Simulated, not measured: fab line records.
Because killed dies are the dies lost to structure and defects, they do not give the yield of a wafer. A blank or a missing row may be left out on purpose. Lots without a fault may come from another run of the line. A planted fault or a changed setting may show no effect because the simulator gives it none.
Matching of chambers | flow n5 finfet | 3 sister chambers for N5_BEOL_M5_PECVD_70 on pecvd-03
The step deposits SiO2 from TEOS/O2, target thk 16 nm, time 18 s. 14 wafers are shown with their chamber, then 7 later ones without.

== WAFERS PAIRED WITH THEIR CHAMBERS ==
wafer  | chamber | throttle valve pct (%) | showerhead plenum p Torr (Torr) | heater power w (W)
L833.2 | 0       | 21.1                   | 8.87                            | 705
L833.3 | 1       | 22.1                   | 8.87                            | 728
L833.4 | 2       | 21.4                   | 8.83                            | 819
L834.1 | 1       | 22.2                   | 8.84                            | 669
L834.4 | 0       | 21.0                   | 8.87                            | 776
L834.5 | 2       | 21.5                   | 8.82                            | 857
L836.3 | 0       | 21.7                   | 8.89                            | 770
L836.4 | 0       | 21.4                   | 8.87                            | 762
L836.5 | 2       | 21.2                   | 8.82                            | 807
L841.3 | 1       | 21.9                   | 8.83                            | 731
L841.5 | 0       | 21.2                   | 8.87                            | 643
L841.6 | 1       | 22.0                   | 8.86                            | 747
L846.2 | 2       | 21.3                   | 8.84                            | 805
L846.3 | 1       | 22.0                   | 8.84                            | 743

SIGNATURES, as means of the wafers listed above
reading                  | chamber 0 | chamber 1 | chamber 2 | scatter within a chamber
throttle valve pct       | 21.280    | 22.040    | 21.350    | 0.193
showerhead plenum p Torr | 8.8740    | 8.8480    | 8.8275    | 0.0123
heater power w           | 731.20    | 723.60    | 822.00    | 41.2
Rule: for each reading, subtract the chamber's mean from the wafer's reading, divide by that reading's scatter and square the result; add these up over the readings and take the root, which gives the wafer's distance from the chamber. The wafer belongs to the nearest chamber; if the next one is less than 2 further off, it can't be placed. How the scatter is found: for the shown wafers, subtract from each reading the mean of its chamber, square and add these, divide the total by (wafers less chambers), then take the root.

== WAFERS WITHOUT THEIR CHAMBER ==
wafer  | throttle valve pct (%) | showerhead plenum p Torr (Torr) | heater power w (W)
L846.6 | 21.7                   | 8.85                            | 815
L851.2 | 22.0                   | 8.84                            | 751
L851.4 | 21.5                   | 8.83                            | 870
L851.5 | 21.2                   | 8.87                            | 645
L852.1 | 22.0                   | 8.84                            | 660
L852.3 | 21.2                   | 8.86                            | 682
L852.6 | 21.5                   | 8.83                            | 862

== WHICH CHAMBER EACH WENT THROUGH ==
wafer  | from the rows above          | in truth
L846.6 | can't be placed: 2 or 1 or 0 | 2
L851.2 | 1                            | 1
L851.4 | 2                            | 2
L851.5 | 0                            | 0
L852.1 | 1                            | 1
L852.3 | 0                            | 0
L852.6 | 2                            | 2
Correctly placed: 6 of 7. Can't be placed from these rows: 1 (the true chamber is among the candidates in 1). Placed wrongly: 0.
